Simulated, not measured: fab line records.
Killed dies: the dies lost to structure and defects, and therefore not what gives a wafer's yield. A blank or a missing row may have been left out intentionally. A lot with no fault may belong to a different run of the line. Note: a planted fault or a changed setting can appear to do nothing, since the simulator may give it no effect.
A lot that was struck, set against a sound lot :: flow n5_finfet :: 38 steps out of a route of 1938
Sound: wafers L965.2, L965.4, L965.5. Struck: wafer L959.4 (left out: L959.3, L959.6 of the same lot, which were not struck); the cause appears at the end.
Order at every step that has rows: each side's tool, ch and its chambers, its first start. Under that, the readings that differ: sound wafers :: struck wafers :: difference of the means :: sigmas: that difference in standard deviations of wafers without a fault.
alike: words and numbers the same on both sides, and readings whose means are apart by under 2 such deviations; not compared: readings that were withheld, readings missing a value for some wafer, numbers with overlapping values and no deviation given by the record, and bounds like >300 which may hide the same value.
A row with sigmas, a row that says differs or no value, or rows on one side alone: a step with any of these is where the two part. Non-overlapping numbers with no deviation appear without sigmas and do not part them. Lack of a reading on every wafer of one side parts them only where that side has two or more wafers.

first, 9 steps without rows for these wafers: N5_MOL_CONTACT_COAG_CVD_140 (deposits W, target thk 66.5 nm, time 215 s); N5_MOL_CONTACT_COAG_PRECLEAN_127 (cleans in DIW, time 57.5 s); N5_MOL_CONTACT_COAG_SRD_128 (dry time 32 s); N5_MOL_CONTACT_COAG_CMP_52 (polishes, stops on SiO2, t overpolish 1.5 s, target thk 66.5 nm); N5_MOL_CONTACT_COAG_ANNEAL_112 (time 1800 s); N5_BEOL_M0_SAQP_PECVD_00 (deposits SiCN from 3MS/NH3, target thk 8 nm, time 14 s); N5_BEOL_M0_SAQP_ILD_DEP_01 (deposits SiOC from DEMS/O2, target thk 45.419 nm, time 8.7 s); N5_BEOL_M0_SAQP_HM_DEP_02 (deposits TiN, target thk 12 nm); N5_BEOL_M0_SAQP_PECVD_03 (deposits SiCN from 3MS/NH3, target thk 12 nm, time 21.1 s).
N5_BEOL_M0_SAQP_PECVD_96: deposits a-Si from SiH4/He, target thk 45 nm, time 45.2 s.
  sound on pecvd-01 ch 1,2, day 11 03:23; struck on pecvd-04 ch 0, day 9 20:29
  alike: chamber_pressure_Torr, heater_power_w, showerhead_plenum_p_Torr, showerhead_vpp_V, throttle_valve_pct
then, 25 steps without rows for these wafers: N5_BEOL_M0_SAQP_PECVD_97 (deposits SiNx from SiH4/NH3/N2, target thk 23 nm, time 19.9 s); N5_BEOL_M0_SAQP_PECVD_04 (deposits a-Si from SiH4/He, target thk 60 nm, time 60.2 s); N5_BEOL_M0_SAQP_HM_DEP_111 (deposits SiO2 from SiH4/N2O, target thk 12 nm, time 7.2 s); N5_BEOL_M0_SAQP_COAT_81 (time 60 s, resist thk 100 nm); N5_BEOL_M0_SAQP_COAT_82 (time 60 s, resist thk 30 nm); N5_BEOL_M0_SAQP_COAT_08 (resist thk 90 nm); N5_BEOL_M0_SAQP_EBR_10; N5_BEOL_M0_SAQP_SOFTBAKE_09 (time 60 s); N5_BEOL_M0_SAQP_EXPOSE_11 (exposes mask M0 CORE, target cd 42 nm); N5_BEOL_M0_SAQP_PEB_12 (peb time 60 s); N5_BEOL_M0_SAQP_DEVELOP_13 (develop time 30 s); N5_BEOL_M0_SAQP_DESCUM_19 (chemistry O2, time 7.9 s); N5_BEOL_M0_SAQP_ETCH_83 (etches SiARC in CF4, target depth 39 nm, time 65 s); N5_BEOL_M0_SAQP_ETCH_84 (etches SOC in N2/H2, target depth 100 nm, overetch 20 nm, time 150 s); N5_BEOL_M0_SAQP_STRIP_80 (strips in N2/H2); N5_BEOL_M0_SAQP_HM_OPEN_112 (chemistry CHF3/O2, target SiO2, stops on a-Si, target depth 12 nm, time 13.5 s); N5_BEOL_M0_SAQP_STRIP_113 (strips in CHF3/O2); N5_BEOL_M0_SAQP_MANDREL_ETCH_20 (etches a-Si in HBr/Cl2, stops on SiNx, target depth 60 nm, bt time 10 s, time 30 s); N5_BEOL_M0_SAQP_STRIP_86 (strips in N2/H2); N5_BEOL_M0_SAQP_STRIP_115 (strips in post etch residue remover, time 60 s); N5_BEOL_M0_SAQP_SRD_93 (time 30 s); N5_BEOL_M0_SAQP_RECESS_114 (chemistry HF/NH3, target SiO2, target depth 14.4 nm, afs cycles 3, sublimation time 60 s); N5_BEOL_M0_SAQP_SPACER1_ALD_98 (deposits SiO2, target thk 12.8 nm, pulse time 1 s, purge time 2 s); N5_BEOL_M0_SAQP_SPACER1_ETCHBACK_99 (etches SiO2 in CHF3/O2, target depth 15.4 nm, time 7.7 s); N5_BEOL_M0_SAQP_MANDREL1_REMOVE_100 (chemistry HBr/Cl2/O2, target a-Si, stops on SiNx, bt time 10 s).
N5_BEOL_M0_SAQP_MANDREL_ETCH_103: etches a-Si in HBr/Cl2, stops on SiCN, target depth 45 nm, bt time 10 s, time 27 s.
  sound on rie_si-05 ch 1,2, day 11 06:17; struck on rie_si-05 ch 1, day 9 23:14
reading: oes_product_au (a.u.)
sound: 0.670 0.697 0.693
struck: 0.609
difference: -0.078
sigmas: -6
  alike: drypump_motor_current_A, he_backside_leak_sccm, throttle_valve_pct
  not compared: rf_hours_counter_h
-- the record jumps here: 2 days lie between the struck wafers' starts before and after (it left off in module BEOL_M0_SAQP and takes up again in module BEOL_M4, whose first step shown is number 1111 of the route) --
N5_BEOL_M4_RC_MEAS_101:
  sound on prober-02 ch 0, day 13 10:32; struck on prober-01 ch 0, day 12 05:46
  alike: DIBL_N, DIBL_P, IOFF_N, IOFF_P, ION_N, ION_P, SS_N, SS_P, VT_N, VT_P
-- here the record skips 4 days between the struck wafers' starts before and after, leaving off in module BEOL_M4 and picking up in module PASSIVATION (first step shown: number 1936 of the route) --
N5_PASSIVATION_PROBE_49:
  sound on prober-02 at day 17 18:23; struck on prober-01 at day 16 07:41
reading: defect_limited_yield (%)
sound: 91.8 93.6 91.4
struck: 88.9
difference: -3.4
sigmas: -2

reading: killed_at_contacts
sound: 7 2 3
struck: 19
difference: +15
sigmas: +2

reading: killed_dies
sound: 97 75 101
struck: 131
difference: +40
sigmas: +2

reading: killed_open
sound: 58 47 56
struck: 81
difference: +27
sigmas: +2

reading: killed_short
sound: 32 22 39
struck: 48
difference: +17
sigmas: +2

reading: sort_bin_6_memory (%)
sound: 2.6 2.2 2.8
struck: 4.6
difference: +2.1
sigmas: +3

reading: sort_n_pass
sound: 1083 1105 1079
struck: 1049
difference: -40
sigmas: -2

reading: sort_yield_pct (%)
sound: 91.8 93.6 91.4
struck: 88.9
difference: -3.4
sigmas: -2
  alike: killed_at_M0_to_M3, killed_at_M4_up, killed_at_front_end, killed_at_other, killed_on_rim, sort_bin_4_leakage, sort_bin_5_function

## WHERE THEY PART
Last at N5_PASSIVATION_PROBE_49 as far as this record goes, first at N5_BEOL_M0_SAQP_MANDREL_ETCH_103.

WHY: what the simulator had put in
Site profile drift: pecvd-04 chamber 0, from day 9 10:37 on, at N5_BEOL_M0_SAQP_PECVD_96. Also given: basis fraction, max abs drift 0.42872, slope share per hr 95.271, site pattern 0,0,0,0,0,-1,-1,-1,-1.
